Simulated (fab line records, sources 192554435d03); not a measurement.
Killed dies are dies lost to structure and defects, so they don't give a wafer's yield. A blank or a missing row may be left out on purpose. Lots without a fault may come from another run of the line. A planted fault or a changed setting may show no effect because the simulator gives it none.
A struck lot beside a sound one | flow n5_finfet | 37 steps out of a route of 1938
Sound: wafers L337.1, L337.3, L337.5. Struck: wafers L333.4, L333.5, L333.6. The cause comes at the end.
At each step with rows: each side's tool, then ch and its chambers, then its first start. Under that, the readings that differ: sound wafers | struck wafers | difference of the means | sigmas: that difference in standard deviations of wafers without a fault.
alike: readings whose means differ by less than 2 such deviations, and words and numbers that are the same on both sides. not compared: withheld readings, readings that some wafer has no value for, bounds like >300 that may hide the same value, and numbers for which the record gives no deviation and whose values overlap.
The two part at a step that has a row with sigmas, a row that says differs or no value, or rows on one side only. Numbers that don't overlap but have no deviation are shown without sigmas and don't part them. A reading that every wafer of one side lacks parts them only if that side has two wafers or more.

first, 9 steps without rows for these wafers: N5_BEOL_M4_ANNEAL_95 (time 240 s); N5_BEOL_M4_SPUTTER_96 (material Cu, target thk 4.5 nm, time 8.29 s); N5_BEOL_M4_ECD_50 (material Cu, target thk 300 nm); N5_BEOL_M4_ANNEAL_51 (time 90 s); N5_BEOL_M4_CMP_52 (polishes, stops on SiOC, t overpolish 6.8 s, target thk 40 nm); N5_BEOL_M4_PRE_CLEAN_60 (time 15 s); N5_BEOL_M4_CO_CAP_55 (material Co, precursor CCTBA/H2, target thk 2 nm, time 102.1 s); N5_BEOL_M4_PRE_CLEAN_56 (time 15 s); N5_BEOL_M4_DEP_57 (deposits SiCN from 3MS/NH3, target thk 8 nm, time 14 s).
N5_BEOL_M4_RC_MEAS_101:
  sound on prober-01 ch 0, day 13 23:16; struck on prober-02 ch 0, day 12 13:22
  alike: DIBL_N, DIBL_P, IOFF_N, IOFF_P, ION_N, ION_P, SS_N, SS_P, VT_N, VT_P
then, 24 steps without rows for these wafers: N5_BEOL_M5_ILD_DEP_00 (deposits SiCOH lowk from DEMS/porogen, target thk 140.64 nm, time 25.9 s); N5_BEOL_M5_CURE_79 (cures SiCOH lowk, time 240 s); N5_BEOL_M5_PECVD_70 (deposits SiO2 from TEOS/O2, target thk 16 nm, time 18 s); N5_BEOL_M5_HM_DEP_02 (deposits TiN, target thk 20 nm); N5_BEOL_M5_COAT_59 (time 60 s, resist thk 60 nm); N5_BEOL_M5_COAT_60 (time 60 s, resist thk 12 nm); N5_BEOL_M5_COAT_71 (time 60 s, resist thk 5 nm); N5_BEOL_M5_COAT_05 (resist thk 30 nm); N5_BEOL_M5_EBR_07; N5_BEOL_M5_SOFTBAKE_06 (time 60 s); N5_BEOL_M5_EXPOSE_08 (exposes mask M5, target cd 28 nm); N5_BEOL_M5_PEB_09 (peb time 60 s); N5_BEOL_M5_DEVELOP_10 (develop time 30 s); N5_BEOL_M5_DESCUM_16 (chemistry O2, time 7 s); N5_BEOL_M5_ETCH_72 (etches underlayer in N2/H2, target depth 6.5 nm, time 5.2 s); N5_BEOL_M5_ETCH_61 (etches SiARC in CF4, target depth 15.6 nm, time 26 s); N5_BEOL_M5_ETCH_62 (etches SOC in N2/H2, target depth 75 nm, overetch 15 nm, time 112.5 s); N5_BEOL_M5_STRIP_63 (strips in N2/H2); N5_BEOL_M5_STRIP_73 (strips in N2/H2); N5_BEOL_M5_STRIP_64 (strips in CF4); N5_BEOL_M5_HM_OPEN_17 (chemistry Cl2/BCl3, target TiN, target depth 20 nm, overetch 6 nm); N5_BEOL_M5_STRIP_19 (strips in O2); N5_BEOL_M5_COAT_65 (time 60 s, resist thk 60 nm); N5_BEOL_M5_COAT_66 (time 60 s, resist thk 12 nm).
-- the record jumps here: 4 days lie between the struck wafers' starts before and after (it left off in module BEOL_M5 and takes up again in module PASSIVATION, whose first step shown is number 1936 of the route) --
N5_PASSIVATION_PASS_ETCH_74: etches SiNx in CF4/O2, target depth 220 nm, time 110 s.
  sound on rie_diel-06 ch 1,3, day 18 12:59; struck on rie_diel-06 ch 0,1,3, day 16 15:54
  no value came back on the struck wafers for any of 7 readings (O2_flow_sccm (sccm), bias_w (W) and others); on the sound wafers O2_flow_sccm (sccm) reads 9.996 10.022 10.049
  not compared: rf_hours_counter_h, model.coat_of_PASSIVATION_COAT_04.thk_nm
N5_PASSIVATION_VIA_ETCH_13: etches SiO2 in CHF3/O2, target depth 660 nm, time 330 s.
  sound on rie_diel-06 ch 1,3, day 18 13:05; struck on rie_diel-06 ch 0,1,3, day 16 16:00
  reading               | sound          | struck         | difference | sigmas
  etch_rf_on_time_s (s) | 242 244 243    | 825 825 825    | +582       | +94
  oes_product_au (a.u.) | 0.73 0.71 0.72 | 0.31 0.31 0.25 | -0.43      | -5
  alike: CHF3_flow_sccm, O2_flow_sccm, drypump_motor_current_A, rf_vpp_V, showerhead_plenum_p_Torr, throttle_valve_pct
  not compared: rf_hours_counter_h, model.coat_of_PASSIVATION_COAT_04.thk_nm
N5_PASSIVATION_PROBE_49:
  the record has rows for the struck wafers here (prober-02, day 16 23:11) and none for the sound ones

WHERE THEY PART
First at N5_PASSIVATION_PASS_ETCH_74; last, within this record, at N5_PASSIVATION_PROBE_49.

WHY: what the simulator had put in
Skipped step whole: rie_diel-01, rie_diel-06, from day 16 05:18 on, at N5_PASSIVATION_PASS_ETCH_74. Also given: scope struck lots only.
